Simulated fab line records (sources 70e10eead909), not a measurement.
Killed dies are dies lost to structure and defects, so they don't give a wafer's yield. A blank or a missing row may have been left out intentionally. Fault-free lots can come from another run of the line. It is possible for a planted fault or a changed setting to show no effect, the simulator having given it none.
One fault through the eyes of 2 desks + flow nand_harc + what lay behind the numbers comes last; until then each desk has only its own

== THE DEFECT DESK ==
Inspection counts along the route, by lot: the mean over sampled wafers that carry a number. Any lot whose mean is over 4 standard deviations away from the usual mean is out of limits and marked OUT; that distance is given in the brackets.
Columns: A = raw_defect_count at NHARC_A_M1_INSPECT_27, usual 475
| lot  | first seen here | A   |
|------|-----------------|-----|
| L441 | day 17 22:23    | 271 |
| L442 | day 18 00:48    | 397 |
| L444 | day 18 03:14    | 360 |
| L443 | day 18 04:05    | 336 |
| L445 | day 19 00:41    | 459 |
| L446 | day 19 12:34    | 583 |
| L448 | day 20 06:21    | 400 |
| L447 | day 20 06:59    | 568 |
| L455 | day 21 02:38    | 395 |
| L456 | day 22 05:29    | 637 |
| L461 | day 23 17:31    | 428 |
Result from this desk: across the 11 lots, nothing is out of limits.

== DESK OF THE TOOL OWNER: rie_diel-07 ==
The tool's own readings at NHARC_A_BONDPAD_ETCH_12 (etches the open film in CHF3/O2, target depth 220 nm, time 110 s): means of the sampled wafers that have a number, for each lot that ran on this tool. Any lot whose mean is over 4 standard deviations away from the usual mean is out of limits and marked OUT; that distance is given in the brackets.
Columns: A = drypump_motor_current_A at NHARC_A_BONDPAD_ETCH_12, usual 5.6 A; B = oes_product_au at NHARC_A_BONDPAD_ETCH_12, usual 0.948 a.u.; C = rf_fwd_power_W at NHARC_A_BONDPAD_ETCH_12, usual 496.5 W; D = rf_vpp_V at NHARC_A_BONDPAD_ETCH_12, usual 370.3 V; E = showerhead_plenum_p_Torr at NHARC_A_BONDPAD_ETCH_12, usual 2.39 Torr; F = throttle_valve_pct at NHARC_A_BONDPAD_ETCH_12, usual 20.572 %
| lot  | first seen here | A   | B     | C               | D     | E    | F      |
|------|-----------------|-----|-------|-----------------|-------|------|--------|
| L445 | day 19 03:00    | 4.9 | 0.969 | 498.9           | 368.6 | 2.31 | 20.571 |
| L446 | day 19 14:58    | 6.3 | 0.953 | 494.8           | 370.0 | 2.41 | 20.561 |
| L448 | day 20 08:34    | 5.4 | 0.955 | 496.7           | 370.5 | 2.38 | 20.575 |
| L447 | day 20 09:17    | 6.0 | 0.956 | 496.6           | 370.8 | 2.42 | 20.572 |
| L455 | day 21 04:53    | 5.5 | 0.962 | 495.4           | 369.8 | 2.35 | 20.565 |
| L456 | day 22 08:19    | 5.7 | 0.998 | 562.1 (+31) OUT | 369.6 | 2.36 | 20.575 |
This desk finds L456 out of limits, L456 being first, at day 22 08:19 (rf_fwd_power_W at NHARC_A_BONDPAD_ETCH_12). L445, L446, L448, L447, L455 stayed within limits.

== TAKEN TOGETHER ==
The tool owner's desk had the chance to raise an alarm at day 22 08:19 on L456.
The defect desk saw nothing out of limits.
The defect desk has L456 on record, within its limits.
Every lot named ran NHARC_A_BONDPAD_ETCH_12 on rie_diel-07.

== WHAT THE SIMULATOR PUT IN ==
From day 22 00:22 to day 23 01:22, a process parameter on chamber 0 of rie_diel-07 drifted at NHARC_A_BONDPAD_ETCH_12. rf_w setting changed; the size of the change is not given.
Struck lots among those shown: L456.
Each desk's first reading out of limits, in hours after the fault started: the tool owner's desk, 8.
